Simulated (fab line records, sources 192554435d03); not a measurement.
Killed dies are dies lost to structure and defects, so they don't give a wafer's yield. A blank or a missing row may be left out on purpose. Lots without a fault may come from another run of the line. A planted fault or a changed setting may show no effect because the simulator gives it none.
Which tool did it? | flow n5_finfet | 23 lots, 69 wafers sampled, at 5 steps of a route of 1938

WHAT THE GAUGES READ, wafer by wafer
N5_BEOL_M4_OCD_MEAS_38.
lot  | measured     | on     | trench_depth_nm (nm)
L074 | day 7 16:36  | ocd-02 | 55.3 54.0 55.6
L075 | day 7 20:26  | ocd-01 | 57.6 57.5 54.1
L076 | day 7 20:33  | ocd-01 | 57.9 55.5 54.1
L078 | day 8 19:26  | ocd-02 | 54.3 55.6 53.9
L077 | day 8 21:44  | ocd-01 | 54.9 53.7 54.3
L079 | day 8 23:15  | ocd-01 | 57.7 55.5 55.8
L080 | day 9 14:53  | ocd-02 | 54.8 58.0 56.5
L083 | day 9 18:13  | ocd-02 | 55.9 56.7 54.3
L082 | day 9 23:54  | ocd-02 | 54.9 55.0 54.8
L084 | day 10 07:27 | ocd-01 | 57.5 55.0 54.1
L085 | day 10 10:04 | ocd-02 | 53.5 56.9 56.0
L088 | day 11 01:29 | ocd-02 | 54.5 54.4 57.4
L086 | day 11 01:29 | ocd-01 | 53.8 55.9 53.7
L087 | day 11 09:17 | ocd-01 | 54.7 54.8 55.6
L090 | day 11 18:06 | ocd-02 | 54.2 54.2 57.2
L089 | day 11 19:17 | ocd-01 | 54.7 56.8 57.4
L092 | day 11 19:33 | ocd-02 | 59.3 57.5 54.9
L091 | day 11 22:51 | ocd-02 | 57.1 56.5 56.0
L093 | day 12 12:21 | ocd-02 | 55.3 56.1 53.8
L095 | day 12 22:05 | ocd-02 | 54.3 55.0 54.2
L094 | day 13 01:48 | ocd-01 | 58.7 53.6 55.5
L096 | day 13 14:09 | ocd-02 | 54.7 58.4 55.0
L097 | day 13 14:16 | ocd-01 | 54.1 55.7 55.6

WHICH TOOL RAN EACH LOT (tool, then ch and the chambers of the sampled wafers, then the start)
lot  | N5_BEOL_M4_ETCH_77                 | N5_BEOL_M4_ALD_98                 | N5_BEOL_M4_ETCH_70                 | N5_BEOL_M4_STRIP_36
L074 | rie_diel-06 ch 1,2, day 7 15:52    | ald_sin-03 ch 0,1,2, day 7 15:58  | rie_diel-06 ch 1,3, day 7 16:14    | rie_diel-06 ch 1,3, day 7 16:24
L075 | rie_diel-01 ch 1,2, day 7 16:07    | ald_sin-03 ch 1,2, day 7 16:13    | rie_diel-04 ch 0,1,2, day 7 20:05  | rie_diel-04 ch 0,1,2, day 7 20:15
L076 | rie_diel-01 ch 2,3, day 7 17:26    | ald_sin-01 ch 0,2,3, day 7 17:32  | rie_diel-06 ch 1,2,3, day 7 20:11  | rie_diel-06 ch 1,2,3, day 7 20:21
L078 | rie_diel-01 ch 1,3, day 8 17:31    | ald_sin-03 ch 2,3, day 8 17:37    | rie_diel-01 ch 2,3, day 8 19:05    | rie_diel-01 ch 2,3, day 8 19:14
L077 | rie_diel-04 ch 1,2,3, day 8 18:04  | ald_sin-03 ch 0,2, day 8 18:29    | rie_diel-01 ch 2,3, day 8 21:23    | rie_diel-01 ch 2,3, day 8 21:33
L079 | rie_diel-04 ch 0,1,2, day 8 21:47  | ald_sin-03 ch 1,2, day 8 22:29    | rie_diel-01 ch 0,3, day 8 22:53    | rie_diel-01 ch 0,3, day 8 23:03
L080 | rie_diel-04 ch 2,3, day 9 08:13    | ald_sin-04 ch 0,1, day 9 08:37    | rie_diel-04 ch 0,2,3, day 9 14:34  | rie_diel-04 ch 0,2,3, day 9 14:43
L083 | rie_diel-04 ch 2,3, day 9 14:07    | ald_sin-03 ch 0,1, day 9 14:13    | rie_diel-04 ch 0,2,3, day 9 17:52  | rie_diel-04 ch 0,2,3, day 9 18:02
L082 | rie_diel-06 ch 0,2,3, day 9 23:15  | ald_sin-03 ch 2,3, day 9 23:23    | rie_diel-01 ch 1,3, day 9 23:32    | rie_diel-01 ch 1,3, day 9 23:43
L084 | rie_diel-01 ch 1,2,3, day 10 00:49 | ald_sin-04 ch 2,3, day 10 00:55   | rie_diel-06 ch 0,2,3, day 10 07:05 | rie_diel-06 ch 0,2,3, day 10 07:15
L085 | rie_diel-01 ch 0,2,3, day 10 04:50 | ald_sin-03 ch 0,1,2, day 10 04:56 | rie_diel-04 ch 0,2,3, day 10 09:42 | rie_diel-04 ch 0,2,3, day 10 09:52
L088 | rie_diel-04 ch 1,2,3, day 10 20:17 | ald_sin-04 ch 0,1, day 10 21:17   | rie_diel-06 ch 0,2,3, day 11 01:08 | rie_diel-06 ch 0,2,3, day 11 01:18
L086 | rie_diel-04 ch 0,3, day 10 21:37   | ald_sin-01 ch 0,2,3, day 10 21:43 | rie_diel-04 ch 1,2, day 11 01:08   | rie_diel-04 ch 1,2, day 11 01:17
L087 | rie_diel-04 ch 0,1,3, day 11 06:16 | ald_sin-04 ch 0,1, day 11 06:22   | rie_diel-01 ch 1,2,3, day 11 08:56 | rie_diel-01 ch 1,2,3, day 11 09:06
L090 | rie_diel-01 ch 0,1,3, day 11 11:47 | ald_sin-01 ch 0,1, day 11 11:58   | rie_diel-06 ch 0,2,3, day 11 17:44 | rie_diel-06 ch 0,2,3, day 11 17:55
L089 | rie_diel-04 ch 0,2, day 11 15:14   | ald_sin-01 ch 0,3, day 11 15:20   | rie_diel-04 ch 0,2,3, day 11 18:55 | rie_diel-04 ch 0,2,3, day 11 19:05
L092 | rie_diel-06 ch 0,2,3, day 11 15:37 | ald_sin-01 ch 0,1,2, day 11 15:43 | rie_diel-06 ch 1,2,3, day 11 19:11 | rie_diel-06 ch 1,2,3, day 11 19:22
L091 | rie_diel-04 ch 0,2,3, day 11 19:55 | ald_sin-03 ch 0,1,2, day 11 20:01 | rie_diel-04 ch 0,2, day 11 22:29   | rie_diel-04 ch 0,2, day 11 22:40
L093 | rie_diel-01 ch 1,2, day 12 08:01   | ald_sin-04 ch 0,1, day 12 08:07   | rie_diel-01 ch 0,1,2, day 12 11:59 | rie_diel-01 ch 0,1,2, day 12 12:09
L095 | rie_diel-04 ch 1,3, day 12 12:49   | ald_sin-03 ch 0,1,3, day 12 12:55 | rie_diel-04 ch 1,3, day 12 21:44   | rie_diel-04 ch 1,3, day 12 21:54
L094 | rie_diel-04 ch 1,2,3, day 12 19:41 | ald_sin-01 ch 1,2, day 12 19:47   | rie_diel-06 ch 0,1,3, day 13 01:26 | rie_diel-06 ch 0,1,3, day 13 01:37
L096 | rie_diel-04 ch 0,1,3, day 13 08:42 | ald_sin-01 ch 1,2,3, day 13 08:48 | rie_diel-06 ch 0,1,3, day 13 13:47 | rie_diel-06 ch 0,1,3, day 13 13:58
L097 | rie_diel-06 ch 1,2, day 13 12:52   | ald_sin-01 ch 1,3, day 13 12:58   | rie_diel-01 ch 0,2, day 13 13:55   | rie_diel-01 ch 0,2, day 13 14:05
- N5_BEOL_M4_ETCH_77: etches underlayer in N2/H2, target depth 6.5 nm, time 5.2 s.
- N5_BEOL_M4_ALD_98: deposits SiO2, target thk 2.5 nm, pulse time 1 s, co reactant pulse time 1 s.
- N5_BEOL_M4_ETCH_70: etches SOC in N2/H2, target depth 80 nm, overetch 24 nm, time 130 s.
- N5_BEOL_M4_STRIP_36: strips in N2/H2.

WHAT THE TOOLS THEMSELVES READ (means of the sampled wafers that have a number; where no wafer has one, the mark that the record gives instead)
N5_BEOL_M4_ETCH_77.
lot  | tool        | drypump_motor_current_A (A) | etch_rf_on_time_s (s) | oes_product_au (a.u.) | rf_vpp_V (V) | showerhead_plenum_p_Torr (Torr) | throttle_valve_pct (%)
L074 | rie_diel-06 | 5.8                         | 4.89                  | 0.69                  | 525.0        | 2.57                            | 17.91
L075 | rie_diel-01 | 5.8                         | 5.50                  | 0.59                  | 522.0        | 2.49                            | 18.32
L076 | rie_diel-01 | 5.7                         | 5.38                  | 0.63                  | 521.7        | 2.47                            | 18.19
L078 | rie_diel-01 | 5.6                         | 5.29                  | 0.65                  | 526.2        | 2.63                            | 18.25
L077 | rie_diel-04 | 5.7                         | 5.17                  | 0.63                  | 524.1        | 2.53                            | 17.63
L079 | rie_diel-04 | 5.7                         | 5.07                  | 0.65                  | 525.9        | 2.58                            | 17.66
L080 | rie_diel-04 | 5.7                         | 4.99                  | 0.64                  | 525.6        | 2.57                            | 17.65
L083 | rie_diel-04 | 5.7                         | 5.03                  | 0.63                  | 523.7        | 2.57                            | 17.67
L082 | rie_diel-06 | 5.8                         | 5.17                  | 0.69                  | 523.7        | 2.53                            | 17.77
L084 | rie_diel-01 | 5.6                         | 5.35                  | 0.71                  | 525.2        | 2.64                            | 18.11
L085 | rie_diel-01 | 5.5                         | 5.17                  | 0.76                  | 525.8        | 2.64                            | 17.96
L088 | rie_diel-04 | 5.7                         | 5.19                  | 0.61                  | 523.5        | 2.52                            | 17.64
L086 | rie_diel-04 | 6.2                         | 5.10                  | 0.70                  | 525.3        | 2.54                            | 17.68
L087 | rie_diel-04 | 6.0                         | 5.16                  | 0.65                  | 522.6        | 2.51                            | 17.64
L090 | rie_diel-01 | 5.4                         | 5.26                  | 0.67                  | 525.2        | 2.60                            | 18.13
L089 | rie_diel-04 | 5.7                         | 4.94                  | 0.64                  | 524.2        | 2.62                            | 17.72
L092 | rie_diel-06 | 5.8                         | 5.16                  | 0.69                  | 524.1        | 2.53                            | 17.79
L091 | rie_diel-04 | 5.9                         | 5.07                  | 0.65                  | 524.5        | 2.55                            | 17.68
L093 | rie_diel-01 | 5.7                         | 5.40                  | 0.71                  | 528.6        | 2.68                            | 18.14
L095 | rie_diel-04 | 5.9                         | 5.30                  | 0.62                  | 522.2        | 2.45                            | 17.65
L094 | rie_diel-04 | 5.7                         | 5.18                  | 0.60                  | 522.9        | 2.51                            | 17.67
L096 | rie_diel-04 | 5.9                         | 5.12                  | 0.65                  | 523.5        | 2.50                            | 17.69
L097 | rie_diel-06 | 5.7                         | 4.88                  | 0.72                  | 524.8        | 2.55                            | 17.85

N5_BEOL_M4_ALD_98.
lot  | tool       | heater_power_w (W) | precursor_pulse_height_rel
L074 | ald_sin-03 | 77                 | 0.991
L075 | ald_sin-03 | 76                 | 1.000
L076 | ald_sin-01 | 78                 | 0.989
L078 | ald_sin-03 | 82                 | 1.019
L077 | ald_sin-03 | 80                 | 0.992
L079 | ald_sin-03 | 74                 | 0.994
L080 | ald_sin-04 | 89                 | 0.994
L083 | ald_sin-03 | 78                 | 1.012
L082 | ald_sin-03 | 82                 | 1.007
L084 | ald_sin-04 | 78                 | 0.997
L085 | ald_sin-03 | 78                 | 1.013
L088 | ald_sin-04 | 82                 | 1.008
L086 | ald_sin-01 | 74                 | 1.005
L087 | ald_sin-04 | 83                 | 0.996
L090 | ald_sin-01 | 70                 | 0.988
L089 | ald_sin-01 | 76                 | 0.996
L092 | ald_sin-01 | 73                 | 1.010
L091 | ald_sin-03 | 78                 | 0.985
L093 | ald_sin-04 | 87                 | 1.011
L095 | ald_sin-03 | 78                 | 1.005
L094 | ald_sin-01 | 75                 | 0.992
L096 | ald_sin-01 | 79                 | 0.994
L097 | ald_sin-01 | 81                 | 0.990

N5_BEOL_M4_ETCH_70.
lot  | tool        | drypump_motor_current_A (A) | oes_product_au (a.u.) | rf_vpp_V (V) | showerhead_plenum_p_Torr (Torr) | throttle_valve_pct (%)
L074 | rie_diel-06 | 6.0                         | 0.53                  | 524.9        | 2.59                            | 17.84
L075 | rie_diel-04 | 5.7                         | 0.56                  | 524.7        | 2.58                            | 17.61
L076 | rie_diel-06 | 5.9                         | 0.57                  | 524.8        | 2.57                            | 17.79
L078 | rie_diel-01 | 5.8                         | 0.54                  | 520.7        | 2.46                            | 18.17
L077 | rie_diel-01 | 5.6                         | 0.58                  | 522.8        | 2.51                            | 18.04
L079 | rie_diel-01 | 5.4                         | 0.62                  | 524.2        | 2.59                            | 17.90
L080 | rie_diel-04 | 6.0                         | 0.57                  | 523.8        | 2.55                            | 17.61
L083 | rie_diel-04 | 6.0                         | 0.57                  | 524.3        | 2.55                            | 17.61
L082 | rie_diel-01 | 5.6                         | 0.56                  | 525.4        | 2.62                            | 18.22
L084 | rie_diel-06 | 5.7                         | 0.59                  | 523.0        | 2.53                            | 17.74
L085 | rie_diel-04 | 5.9                         | 0.57                  | 524.5        | 2.55                            | 17.62
L088 | rie_diel-06 | 5.8                         | 0.59                  | 523.1        | 2.53                            | 17.73
L086 | rie_diel-04 | 5.4                         | 0.51                  | 523.8        | 2.54                            | 17.63
L087 | rie_diel-01 | 5.6                         | 0.60                  | 525.4        | 2.64                            | 18.09
L090 | rie_diel-06 | 5.7                         | 0.59                  | 522.8        | 2.53                            | 17.74
L089 | rie_diel-04 | 6.0                         | 0.55                  | 523.8        | 2.55                            | 17.64
L092 | rie_diel-06 | 5.9                         | 0.62                  | 524.9        | 2.56                            | 17.69
L091 | rie_diel-04 | 5.7                         | 0.54                  | 525.9        | 2.61                            | 17.69
L093 | rie_diel-01 | 5.5                         | 0.60                  | 525.9        | 2.65                            | 18.10
L095 | rie_diel-04 | 5.6                         | 0.52                  | 522.4        | 2.47                            | 17.62
L094 | rie_diel-06 | 5.8                         | 0.61                  | 523.2        | 2.54                            | 17.66
L096 | rie_diel-06 | 5.9                         | 0.60                  | 523.8        | 2.54                            | 17.67
L097 | rie_diel-01 | 5.4                         | 0.61                  | 525.5        | 2.64                            | 17.96

N5_BEOL_M4_STRIP_36.
lot  | tool        | drypump_motor_current_A (A) | oes_product_au (a.u.) | power_w (W) | rf_vpp_V (V) | showerhead_plenum_p_Torr (Torr) | throttle_valve_pct (%)
L074 | rie_diel-06 | 6.0                         | 0.73                  | 450.6       | 59.3         | 2.59                            | 23.6
L075 | rie_diel-04 | 5.7                         | 0.76                  | 450.6       | 59.7         | 2.58                            | 23.5
L076 | rie_diel-06 | 5.9                         | 0.77                  | 449.8       | 59.3         | 2.57                            | 23.5
L078 | rie_diel-01 | 5.7                         | 0.73                  | 449.3       | 59.5         | 2.46                            | 24.0
L077 | rie_diel-01 | 5.6                         | 0.78                  | 450.0       | 59.1         | 2.51                            | 23.9
L079 | rie_diel-01 | 5.4                         | 0.84                  | 449.5       | 59.7         | 2.59                            | 23.8
L080 | rie_diel-04 | 6.0                         | 0.79                  | 449.7       | 58.8         | 2.55                            | 23.5
L083 | rie_diel-04 | 6.0                         | 0.78                  | 450.7       | 59.4         | 2.55                            | 23.5
L082 | rie_diel-01 | 5.6                         | 0.76                  | 450.2       | 58.3         | 2.61                            | 24.2
L084 | rie_diel-06 | 5.8                         | 0.81                  | 450.5       | 58.4         | 2.53                            | 23.6
L085 | rie_diel-04 | 6.0                         | 0.77                  | 449.9       | 60.1         | 2.55                            | 23.5
L088 | rie_diel-06 | 5.7                         | 0.80                  | 449.8       | 58.1         | 2.53                            | 23.6
L086 | rie_diel-04 | 5.4                         | 0.68                  | 451.6       | 59.7         | 2.53                            | 23.3
L087 | rie_diel-01 | 5.7                         | 0.82                  | 449.5       | 60.7         | 2.63                            | 24.0
L090 | rie_diel-06 | 5.7                         | 0.80                  | 450.7       | 58.8         | 2.52                            | 23.6
L089 | rie_diel-04 | 6.0                         | 0.76                  | 449.0       | 60.6         | 2.54                            | 23.5
L092 | rie_diel-06 | 5.9                         | 0.85                  | 450.2       | 58.2         | 2.55                            | 23.5
L091 | rie_diel-04 | 5.7                         | 0.74                  | 450.0       | 58.9         | 2.61                            | 23.6
L093 | rie_diel-01 | 5.5                         | 0.81                  | 449.7       | 59.3         | 2.65                            | 24.1
L095 | rie_diel-04 | 5.7                         | 0.69                  | 449.8       | 58.8         | 2.47                            | 23.2
L094 | rie_diel-06 | 5.9                         | 0.83                  | 449.9       | 59.5         | 2.54                            | 23.5
L096 | rie_diel-06 | 5.8                         | 0.83                  | 448.6       | 58.8         | 2.54                            | 23.5
L097 | rie_diel-01 | 5.4                         | 0.83                  | 450.2       | 59.4         | 2.64                            | 23.9

THE ANSWER, worked out from the rows above alone
Rule: what is usual is taken from the lots themselves. Put in order of their means at a reading, lots are off if they are a third of the lots or fewer, leave a main group of 4 or more, and stand apart from it by a gap of 3 or more times the standard deviation of the main group's means; of several such gaps the widest counts. A main group whose means are all the same, to the digits that the tables above print for the reading, isn't used. A lot without any number at a reading at which 4 lots or more have one is off too. The other lots that the step has rows for count as sound. The gauges are gone through in route order, then the tools' own readings, and for those a lot's mean is taken as printed above. The first step at which some lot is off is used, and at that step the reading that is off furthest; a lot without a number counts as furthest.
No lot is off at any reading shown: from this, nothing can be told.

WHAT THE SIMULATOR HAD PUT IN
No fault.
